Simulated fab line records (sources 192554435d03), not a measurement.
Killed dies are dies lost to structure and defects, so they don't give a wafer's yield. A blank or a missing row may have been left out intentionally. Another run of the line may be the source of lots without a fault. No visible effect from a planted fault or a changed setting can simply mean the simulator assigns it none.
Chamber matching / flow n5_finfet / N5_SPACER0_ALD_00 on ald_sin-02: 4 sister chambers
The step deposits SiOCN, target thk 3.5 nm, pulse time 3 s, purge time 2 s. 4 wafers are shown with their chamber, then 10 later ones without.

## WAFERS PAIRED WITH THEIR CHAMBERS
wafer=L088.4; chamber=1; heater_power_w (W)=876
wafer=L088.5; chamber=0; heater_power_w (W)=837
wafer=L091.1; chamber=2; heater_power_w (W)=888
wafer=L091.3; chamber=3; heater_power_w (W)=763

## WAFERS WITH NO CHAMBER GIVEN
wafer=L091.6; heater_power_w (W)=837
wafer=L094.1; heater_power_w (W)=830
wafer=L094.4; heater_power_w (W)=758
wafer=L094.5; heater_power_w (W)=906
wafer=L095.1; heater_power_w (W)=813
wafer=L095.2; heater_power_w (W)=901
wafer=L095.3; heater_power_w (W)=898
wafer=L095.4; heater_power_w (W)=746
wafer=L095.5; heater_power_w (W)=830
wafer=L095.6; heater_power_w (W)=767

## CHAMBER TAKEN BY EACH
wafer=L091.6; from the rows above=0; in truth=0
wafer=L094.1; from the rows above=0; in truth=0
wafer=L094.4; from the rows above=3; in truth=3
wafer=L094.5; from the rows above=can't be placed: 2 or 1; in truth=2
wafer=L095.1; from the rows above=0; in truth=0
wafer=L095.2; from the rows above=can't be placed: 2 or 1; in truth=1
wafer=L095.3; from the rows above=can't be placed: 2 or 1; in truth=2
wafer=L095.4; from the rows above=3; in truth=3
wafer=L095.5; from the rows above=0; in truth=0
wafer=L095.6; from the rows above=3; in truth=3
Correctly placed: 7 of 10. Unplaceable from these rows: 3, with the true chamber sitting among the candidates in 3. Placed wrongly: 0.
How it was worked out, from the rows above alone: a wafer's distance from a chamber is the root of the sum, over the readings, of the square of ((its reading less the chamber's mean) divided by the reading's scatter). The wafer belongs to the nearest chamber; if the next one is less than 2 further off, it can't be placed. A chamber's mean is the mean of its shown wafers. The scatter: with one shown wafer a chamber, the root of the mean of the squares of how far each hidden wafer lies from its nearest shown one.
